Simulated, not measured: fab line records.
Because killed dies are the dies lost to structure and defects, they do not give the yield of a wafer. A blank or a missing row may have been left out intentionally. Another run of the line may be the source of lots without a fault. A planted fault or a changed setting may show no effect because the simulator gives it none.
A struck lot beside a sound one ; flow n5Finfet ; 34 steps out of a route of 1938
Sound: these wafers, L456.2, L456.5, L456.6. Struck: wafers L462.2, L462.3, L462.5. At the end, the cause is stated.
Per side, at each step with rows, come the tool, then ch with its chambers, and then its first start. Under that, the readings that differ: sound wafers ; struck wafers ; difference of the means ; sigmas: that difference in standard deviations of wafers without a fault.
alike: words and numbers the same on both sides, and readings whose means are apart by under 2 such deviations; not compared: readings that were withheld, readings missing a value for some wafer, numbers with overlapping values and no deviation given by the record, and bounds like >300 which may hide the same value.
Wherever a step has rows on one side only, a row that says differs or no value, or a row with sigmas, the two part there. Non-overlapping numbers with no deviation appear without sigmas and do not part them. Lack of a reading on every wafer of one side parts them only where that side has two or more wafers.

first, 9 steps without rows for these wafers: N5_BEOL_M10_EBR_24; N5_BEOL_M10_SOFTBAKE_23 (time 60 s); N5_BEOL_M10_EXPOSE_25 (exposes mask V9); N5_BEOL_M10_PEB_26 (peb time 60 s); N5_BEOL_M10_DEVELOP_27 (develop time 30 s); N5_BEOL_M10_DESCUM_33 (chemistry O2, time 7.9 s); N5_BEOL_M10_ETCH_65 (etches SiARC in CF4, target depth 39 nm, time 65 s); N5_BEOL_M10_ETCH_66 (etches SOC in N2/H2, target depth 120 nm, overetch 24 nm, time 180 s); N5_BEOL_M10_STRIP_69 (strips in N2/H2).
N5_BEOL_M10_VIA_ETCH_34: etches SiCOH lowk in C4F6/O2, target depth 184.5 nm, time 69.2 s.
  sound on rieDiel-02 ch 0,1,2, day 11 23:56; struck on rieDiel-02 ch 1,2,3, day 14 08:22
  alike: drypumpMotorCurrentA, oesProductAu, rfVppV, showerheadPlenumPTorr, throttleValvePct
  not compared: rfHoursCounterH
then, 23 steps without rows for these wafers: N5_BEOL_M10_STRIP_73 (strips in C4F6/O2); N5_BEOL_M10_STRIP_36 (strips in N2/H2); N5_BEOL_M10_TRENCH_ETCH_37 (etches SiCOH lowk in C4F6/O2, target depth 148.83 nm, time 48 s); N5_BEOL_M10_ETCH_41 (etches SiCN in CH3F/O2, target depth 42.6 nm, time 86 s); N5_BEOL_M10_STRIP_77 (strips in N2/H2, time 10 s); N5_BEOL_M10_HM_STRIP_39 (strips TiN in peroxide tin strip, target depth 25 nm, time 158 s); N5_BEOL_M10_SRD_40 (time 30 s); N5_BEOL_M10_PRECLEAN_42 (cleans in residue remover, time 60 s); N5_BEOL_M10_SRD_43 (time 30 s); N5_BEOL_M10_CURE_72 (cures SiCOH lowk, time 120 s); N5_BEOL_M10_DEGAS_44 (time 60 s); N5_BEOL_M10_PRE_CLEAN_45 (time 30 s); N5_BEOL_M10_ALD_74 (deposits TaN, target thk 2 nm, pulse time 2 s, purge time 3 s); N5_BEOL_M10_SURFACE_TREAT_76; N5_BEOL_M10_CVD_75 (deposits Co from CCTBA/H2, target thk 2 nm, time 138.9 s); N5_BEOL_M10_SPUTTER_48 (material Cu, target thk 12 nm, time 2 s); N5_BEOL_M10_ECD_50 (material Cu, target thk 318 nm); N5_BEOL_M10_ANNEAL_51 (time 90 s); N5_BEOL_M10_CMP_52 (polishes, stops on SiCOH lowk, t overpolish 7 s, target thk 140 nm); N5_BEOL_M10_PRE_CLEAN_55 (time 15 s); N5_BEOL_M10_DEP_56 (deposits SiCN from 3MS/NH3, target thk 15 nm, time 26.5 s); N5_BEOL_M11_ILD_DEP_00 (deposits SiCOH lowk from DEMS/porogen, target thk 308.51 nm, time 58 s); N5_BEOL_M11_CURE_71 (cures SiCOH lowk, time 240 s).
-- a jump in the record: the struck wafers' starts before and after are 3 days apart (it breaks off in module BEOL_M11 and resumes in module PASSIVATION, where the first step shown is number 1936 of the route) --
N5_PASSIVATION_PROBE_49:
  sound on prober-01, day 13 23:59; struck on prober-02, day 16 20:51
reading;sound;struck;difference;sigmas
defectLimitedYield (%);93.5 91.1 89.2;83.6 78.5 80.1;-10.5;-8
killed_at_M4_up;12 9 16;113 168 129;+124;+23
killedDies;77 105 128;193 254 235;+124;+8
killedOnRim;8 10 18;33 18 32;+16;+4
sort_bin_5_function (%);3.6 4.5 6.1;9.4 13.8 12.5;+7.2;+8
sortNPass;1103 1075 1052;987 926 945;-124;-7
  alike: killed_at_M0_to_M3, killedAtContacts, killedAtFrontEnd, killedAtOther, killedOpen, killedShort, sort_bin_4_leakage, sort_bin_6_memory, sort_bin_8_speed

WHERE THEY PART
At N5_PASSIVATION_PROBE_49 and nowhere else, as far as this record goes.

WHY: whatever the simulator had introduced
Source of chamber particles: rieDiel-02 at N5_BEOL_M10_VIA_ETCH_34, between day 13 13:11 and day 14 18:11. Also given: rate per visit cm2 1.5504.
